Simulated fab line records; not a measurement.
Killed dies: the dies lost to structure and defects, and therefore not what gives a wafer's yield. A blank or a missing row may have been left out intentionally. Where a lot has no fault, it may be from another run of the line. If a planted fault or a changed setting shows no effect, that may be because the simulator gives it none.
Chamber matching | flow nand-harc | 4 sister chambers for NHARC_A_SGD_CUT_ETCH_58 on rie-diel-10
The step etches the open film in CF4, target depth 39 nm, time 65 s. 22 wafers are shown with their chamber, then 11 later ones without.

## WAFERS PAIRED WITH THEIR CHAMBERS
wafer  | chamber | showerhead-plenum-p-Torr (Torr) | drypump-motor-current-A (A) | rf-vpp-V (V)
L074.1 | 0       | 1.70                            | 5.7                         | 150.7
L074.2 | 2       | 1.89                            | 6.3                         | 152.6
L074.6 | 3       | 1.84                            | 5.2                         | 153.4
L077.2 | 0       | 1.70                            | 5.6                         | 150.1
L077.4 | 1       | 1.88                            | 5.9                         | 153.6
L077.5 | 2       | 1.89                            | 6.3                         | 151.3
L078.2 | 0       | 1.70                            | 5.6                         | 150.1
L078.5 | 1       | 1.88                            | 5.9                         | 152.3
L078.6 | 2       | 1.89                            | 6.3                         | 151.9
L085.3 | 1       | 1.88                            | 5.9                         | 153.9
L085.4 | 2       | 1.89                            | 6.2                         | 151.4
L085.6 | 0       | 1.70                            | 5.6                         | 151.6
L084.2 | 0       | 1.70                            | 5.6                         | 150.9
L084.4 | 1       | 1.88                            | 5.9                         | 153.5
L084.5 | 0       | 1.70                            | 5.6                         | 150.9
L083.3 | 3       | 1.84                            | 5.2                         | 152.2
L083.5 | 3       | 1.84                            | 5.2                         | 152.9
L083.6 | 2       | 1.89                            | 6.4                         | 154.4
L088.2 | 2       | 1.89                            | 6.3                         | 153.4
L088.4 | 0       | 1.69                            | 5.6                         | 150.1
L088.5 | 3       | 1.83                            | 5.2                         | 153.1
L091.1 | 3       | 1.83                            | 5.2                         | 152.7

SIGNATURES (means of the wafers above)
reading                  | chamber 0 | chamber 1 | chamber 2 | chamber 3 | scatter within a chamber
showerhead-plenum-p-Torr | 1.6986    | 1.8800    | 1.8900    | 1.8360    | 0.00338
drypump-motor-current-A  | 5.614     | 5.900     | 6.300     | 5.200     | 0.0398
rf-vpp-V                 | 150.629   | 153.325   | 152.500   | 152.860   | 0.805
Rule: a wafer lies at a distance from a chamber equal to the root of the sum of squares, over the readings, of (its reading less the chamber's mean, divided by the reading's scatter). The wafer belongs to the nearest chamber; if the next one is less than 2 further off, it can't be placed. How the scatter is found: for the shown wafers, subtract from each reading the mean of its chamber, square and add these, divide the total by (wafers less chambers), then take the root.

## WAFERS WITH NO CHAMBER GIVEN
wafer  | showerhead-plenum-p-Torr (Torr) | drypump-motor-current-A (A) | rf-vpp-V (V)
L091.2 | 1.89                            | 6.3                         | 152.4
L091.5 | 1.89                            | 6.3                         | 152.5
L093.2 | 1.88                            | 5.9                         | 152.3
L093.4 | 1.88                            | 6.3                         | 153.0
L093.5 | 1.88                            | 5.9                         | 153.1
L095.2 | 1.83                            | 5.2                         | 150.8
L095.5 | 1.83                            | 5.3                         | 151.7
L095.6 | 1.88                            | 6.3                         | 153.0
L097.1 | 1.88                            | 6.3                         | 153.4
L097.2 | 1.83                            | 5.2                         | 150.8
L097.5 | 1.88                            | 6.3                         | 152.4

## EACH ONE'S CHAMBER
wafer  | from the rows above | in truth
L091.2 | 2                   | 2
L091.5 | 2                   | 2
L093.2 | 1                   | 1
L093.4 | 2                   | 2
L093.5 | 1                   | 1
L095.2 | 3                   | 3
L095.5 | 3                   | 3
L095.6 | 2                   | 2
L097.1 | 2                   | 2
L097.2 | 3                   | 3
L097.5 | 2                   | 2
Placed correctly: 11 of 11. Number that these rows cannot place: 0. Wrongly placed: 0.
